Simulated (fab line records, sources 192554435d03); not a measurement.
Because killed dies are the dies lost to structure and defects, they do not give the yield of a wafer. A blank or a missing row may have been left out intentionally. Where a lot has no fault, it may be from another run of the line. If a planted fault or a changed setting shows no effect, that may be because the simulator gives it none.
Split-lot experiment || flow n5-finfet || 39 wafers read from 7 lots, route of 1938 steps

## SPLIT DETAILS
At N5_BEOL_M6_DESCUM_33 (chemistry O2, time 7 s), the setting time-s was moved away from the recipe's 7 s on 9 of the 39 wafers read, by -50.0% to -22.8%. For the rest of the wafers, this setting stayed at what the recipe calls for.

The reading comes from the split's own step.

## THE READING
CAR-EUV_of_BEOL_M6_COAT_22.thk-nm (the simulator's own value, which no gauge read), in nm, at N5_BEOL_M6_DESCUM_33 (chemistry O2, time 7 s). The file does not state a usual value for it. Across the 30 wafers here that went through the recipe, the average is 26.1 nm and the standard deviation 0.11 nm.

{"wafer": "L077.1", "tool, chamber at the split": "rie-diel-05, 1,0,3,0", "time-s as run, s": 7, "against the recipe": "recipe", "CAR-EUV_of_BEOL_M6_COAT_22.thk-nm, nm": 26, "against lot-mates on the recipe": "-"}
{"wafer": "L077.2", "tool, chamber at the split": "rie-diel-05, 1,0,3,0", "time-s as run, s": 7, "against the recipe": "recipe", "CAR-EUV_of_BEOL_M6_COAT_22.thk-nm, nm": 26, "against lot-mates on the recipe": "-"}
{"wafer": "L077.3", "tool, chamber at the split": "rie-diel-05, 1,0,3,0", "time-s as run, s": 7, "against the recipe": "recipe", "CAR-EUV_of_BEOL_M6_COAT_22.thk-nm, nm": 26, "against lot-mates on the recipe": "-"}
{"wafer": "L077.5", "tool, chamber at the split": "rie-diel-05, 1,0,3,0", "time-s as run, s": 7, "against the recipe": "recipe", "CAR-EUV_of_BEOL_M6_COAT_22.thk-nm, nm": 26, "against lot-mates on the recipe": "-"}
{"wafer": "L077.4", "tool, chamber at the split": "rie-diel-05, 2,1", "time-s as run, s": 7, "against the recipe": "recipe", "CAR-EUV_of_BEOL_M6_COAT_22.thk-nm, nm": 26.2, "against lot-mates on the recipe": "-"}
{"wafer": "L077.6", "tool, chamber at the split": "rie-diel-05, 2,1", "time-s as run, s": 7, "against the recipe": "recipe", "CAR-EUV_of_BEOL_M6_COAT_22.thk-nm, nm": 26.2, "against lot-mates on the recipe": "-"}
{"wafer": "L079.1", "tool, chamber at the split": "rie-diel-01, 0,2,2", "time-s as run, s": 7, "against the recipe": "recipe", "CAR-EUV_of_BEOL_M6_COAT_22.thk-nm, nm": 26, "against lot-mates on the recipe": "-"}
{"wafer": "L079.4", "tool, chamber at the split": "rie-diel-01, 0,2,2", "time-s as run, s": 7, "against the recipe": "recipe", "CAR-EUV_of_BEOL_M6_COAT_22.thk-nm, nm": 26, "against lot-mates on the recipe": "-"}
{"wafer": "L079.5", "tool, chamber at the split": "rie-diel-01, 0,2,2", "time-s as run, s": 7, "against the recipe": "recipe", "CAR-EUV_of_BEOL_M6_COAT_22.thk-nm, nm": 26, "against lot-mates on the recipe": "-"}
{"wafer": "L079.2", "tool, chamber at the split": "rie-diel-01, 1,3,1", "time-s as run, s": 7, "against the recipe": "recipe", "CAR-EUV_of_BEOL_M6_COAT_22.thk-nm, nm": 26.2, "against lot-mates on the recipe": "-"}
{"wafer": "L079.3", "tool, chamber at the split": "rie-diel-01, 1,3,1", "time-s as run, s": 7, "against the recipe": "recipe", "CAR-EUV_of_BEOL_M6_COAT_22.thk-nm, nm": 26.2, "against lot-mates on the recipe": "-"}
{"wafer": "L079.6", "tool, chamber at the split": "rie-diel-01, 1,3,1", "time-s as run, s": 7, "against the recipe": "recipe", "CAR-EUV_of_BEOL_M6_COAT_22.thk-nm, nm": 26.2, "against lot-mates on the recipe": "-"}
{"wafer": "L081.1", "tool, chamber at the split": "rie-diel-01, 1,2,3", "time-s as run, s": 3.499, "against the recipe": "-50.0%", "CAR-EUV_of_BEOL_M6_COAT_22.thk-nm, nm": 27.8, "against lot-mates on the recipe": "+1.7"}
{"wafer": "L081.3", "tool, chamber at the split": "rie-diel-01, 1,2,3", "time-s as run, s": 3.499, "against the recipe": "-50.0%", "CAR-EUV_of_BEOL_M6_COAT_22.thk-nm, nm": 27.8, "against lot-mates on the recipe": "+1.7"}
{"wafer": "L081.6", "tool, chamber at the split": "rie-diel-01, 1,2,3", "time-s as run, s": 3.499, "against the recipe": "-50.0%", "CAR-EUV_of_BEOL_M6_COAT_22.thk-nm, nm": 27.8, "against lot-mates on the recipe": "+1.7"}
{"wafer": "L081.2", "tool, chamber at the split": "rie-diel-01, 3", "time-s as run, s": 7, "against the recipe": "recipe", "CAR-EUV_of_BEOL_M6_COAT_22.thk-nm, nm": 26.2, "against lot-mates on the recipe": "-"}
{"wafer": "L081.4", "tool, chamber at the split": "rie-diel-01, 0", "time-s as run, s": 7, "against the recipe": "recipe", "CAR-EUV_of_BEOL_M6_COAT_22.thk-nm, nm": 26, "against lot-mates on the recipe": "-"}
{"wafer": "L081.5", "tool, chamber at the split": "rie-diel-01, 0", "time-s as run, s": 7, "against the recipe": "recipe", "CAR-EUV_of_BEOL_M6_COAT_22.thk-nm, nm": 26, "against lot-mates on the recipe": "-"}
{"wafer": "L086.3", "tool, chamber at the split": "rie-diel-01, 1,2,2", "time-s as run, s": 7, "against the recipe": "recipe", "CAR-EUV_of_BEOL_M6_COAT_22.thk-nm, nm": 26.2, "against lot-mates on the recipe": "-"}
{"wafer": "L086.4", "tool, chamber at the split": "rie-diel-01, 1,2,2", "time-s as run, s": 7, "against the recipe": "recipe", "CAR-EUV_of_BEOL_M6_COAT_22.thk-nm, nm": 26.2, "against lot-mates on the recipe": "-"}
{"wafer": "L086.6", "tool, chamber at the split": "rie-diel-01, 1,2,2", "time-s as run, s": 7, "against the recipe": "recipe", "CAR-EUV_of_BEOL_M6_COAT_22.thk-nm, nm": 26.2, "against lot-mates on the recipe": "-"}
{"wafer": "L088.1", "tool, chamber at the split": "rie-diel-04, 0", "time-s as run, s": 7, "against the recipe": "recipe", "CAR-EUV_of_BEOL_M6_COAT_22.thk-nm, nm": 25.8, "against lot-mates on the recipe": "-"}
{"wafer": "L088.2", "tool, chamber at the split": "rie-diel-04, 2", "time-s as run, s": 7, "against the recipe": "recipe", "CAR-EUV_of_BEOL_M6_COAT_22.thk-nm, nm": 26.2, "against lot-mates on the recipe": "-"}
{"wafer": "L088.3", "tool, chamber at the split": "rie-diel-04, 1", "time-s as run, s": 7, "against the recipe": "recipe", "CAR-EUV_of_BEOL_M6_COAT_22.thk-nm, nm": 26, "against lot-mates on the recipe": "-"}
{"wafer": "L088.4", "tool, chamber at the split": "rie-diel-04, 3,1", "time-s as run, s": 4.88, "against the recipe": "-30.3%", "CAR-EUV_of_BEOL_M6_COAT_22.thk-nm, nm": 27, "against lot-mates on the recipe": "+1.0"}
{"wafer": "L088.5", "tool, chamber at the split": "rie-diel-04, 3,1", "time-s as run, s": 4.88, "against the recipe": "-30.3%", "CAR-EUV_of_BEOL_M6_COAT_22.thk-nm, nm": 27, "against lot-mates on the recipe": "+1.0"}
{"wafer": "L088.6", "tool, chamber at the split": "rie-diel-04, 0", "time-s as run, s": 4.88, "against the recipe": "-30.3%", "CAR-EUV_of_BEOL_M6_COAT_22.thk-nm, nm": 27.2, "against lot-mates on the recipe": "+1.2"}
{"wafer": "L087.1", "tool, chamber at the split": "rie-diel-01, 1,0", "time-s as run, s": 7, "against the recipe": "recipe", "CAR-EUV_of_BEOL_M6_COAT_22.thk-nm, nm": 26, "against lot-mates on the recipe": "-"}
{"wafer": "L087.2", "tool, chamber at the split": "rie-diel-01, 1,0", "time-s as run, s": 7, "against the recipe": "recipe", "CAR-EUV_of_BEOL_M6_COAT_22.thk-nm, nm": 26, "against lot-mates on the recipe": "-"}
{"wafer": "L087.3", "tool, chamber at the split": "rie-diel-01, 3,0,1,3", "time-s as run, s": 7, "against the recipe": "recipe", "CAR-EUV_of_BEOL_M6_COAT_22.thk-nm, nm": 26.2, "against lot-mates on the recipe": "-"}
{"wafer": "L087.4", "tool, chamber at the split": "rie-diel-01, 3,0,1,3", "time-s as run, s": 7, "against the recipe": "recipe", "CAR-EUV_of_BEOL_M6_COAT_22.thk-nm, nm": 26.2, "against lot-mates on the recipe": "-"}
{"wafer": "L087.5", "tool, chamber at the split": "rie-diel-01, 3,0,1,3", "time-s as run, s": 7, "against the recipe": "recipe", "CAR-EUV_of_BEOL_M6_COAT_22.thk-nm, nm": 26.2, "against lot-mates on the recipe": "-"}
{"wafer": "L087.6", "tool, chamber at the split": "rie-diel-01, 3,0,1,3", "time-s as run, s": 7, "against the recipe": "recipe", "CAR-EUV_of_BEOL_M6_COAT_22.thk-nm, nm": 26.2, "against lot-mates on the recipe": "-"}
{"wafer": "L097.1", "tool, chamber at the split": "rie-diel-05, 1,2", "time-s as run, s": 7, "against the recipe": "recipe", "CAR-EUV_of_BEOL_M6_COAT_22.thk-nm, nm": 26.2, "against lot-mates on the recipe": "-"}
{"wafer": "L097.3", "tool, chamber at the split": "rie-diel-05, 1,2", "time-s as run, s": 7, "against the recipe": "recipe", "CAR-EUV_of_BEOL_M6_COAT_22.thk-nm, nm": 26.2, "against lot-mates on the recipe": "-"}
{"wafer": "L097.2", "tool, chamber at the split": "rie-diel-05, 0,1,2", "time-s as run, s": 5.401, "against the recipe": "-22.8%", "CAR-EUV_of_BEOL_M6_COAT_22.thk-nm, nm": 26.8, "against lot-mates on the recipe": "+0.7"}
{"wafer": "L097.5", "tool, chamber at the split": "rie-diel-05, 0,1,2", "time-s as run, s": 5.401, "against the recipe": "-22.8%", "CAR-EUV_of_BEOL_M6_COAT_22.thk-nm, nm": 26.8, "against lot-mates on the recipe": "+0.7"}
{"wafer": "L097.6", "tool, chamber at the split": "rie-diel-05, 0,1,2", "time-s as run, s": 5.401, "against the recipe": "-22.8%", "CAR-EUV_of_BEOL_M6_COAT_22.thk-nm, nm": 26.8, "against lot-mates on the recipe": "+0.7"}
{"wafer": "L097.4", "tool, chamber at the split": "rie-diel-05, 3", "time-s as run, s": 7, "against the recipe": "recipe", "CAR-EUV_of_BEOL_M6_COAT_22.thk-nm, nm": 26, "against lot-mates on the recipe": "-"}
The file does not say which wafer passed through which chamber wherever a row lists several chambers: such a row stands for several wafers.

THE FIT
A straight line over all 39 wafers: CAR-EUV_of_BEOL_M6_COAT_22.thk-nm changes by -0.0332 nm for each +1% of time-s; r = -0.98; the points scatter about the line by 0.11 nm.
The same after taking each lot's own level away (the mean of its wafers on the recipe; 39 wafers): -0.0342 nm for each +1%; r = -0.98; scatter 0.1 nm.
Per that fit: largest time-s move, reading shift of 1.7 nm.
The span of the lots' own levels, 26.00 to 26.20 nm, comes to 1.8 times the standard deviation stated above.
Hence the lot-to-lot level has little effect on the slope; both slopes agree.
Check: with one of the wafers moved furthest among these (-50.0%) left out of the fit, the line predicts +1.7 nm for it against its lot-mates. It came out at +1.73 nm against them.

## THE OTHER SPLITS THESE WAFERS WENT THROUGH
These wafers also went through other splits before the reading. Each is held against what the fit with the lots' levels taken away leaves over:
{"other split on the same wafers": "N5_FIN_SAQP_HM_DEP_03 target-thk-a", "wafers away from the commonest value": 15, "r with CAR-EUV_of_BEOL_M6_COAT_22.thk-nm (lot level and that fit taken away)": "+0.03"}
{"other split on the same wafers": "N5_SD_EPI_N_ETCH_16 target-depth-a", "wafers away from the commonest value": 18, "r with CAR-EUV_of_BEOL_M6_COAT_22.thk-nm (lot level and that fit taken away)": "+0.15"}
{"other split on the same wafers": "N5_HKMG_FIN_DESCUM_17 time-s", "wafers away from the commonest value": 9, "r with CAR-EUV_of_BEOL_M6_COAT_22.thk-nm (lot level and that fit taken away)": -0.09}
{"other split on the same wafers": "N5_MOL_CONTACT_COAG_ETCH_124 target-depth-a", "wafers away from the commonest value": 9, "r with CAR-EUV_of_BEOL_M6_COAT_22.thk-nm (lot level and that fit taken away)": -0.26}
{"other split on the same wafers": "N5_BEOL_M3_TRENCH_ETCH_37 time-s", "wafers away from the commonest value": 15, "r with CAR-EUV_of_BEOL_M6_COAT_22.thk-nm (lot level and that fit taken away)": -0.08}

## THE FILE'S OWN FIT
CAR-EUV_of_BEOL_M6_COAT_22.thk-nm changes by -0.0341 nm for each +1% of time-s, r = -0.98.
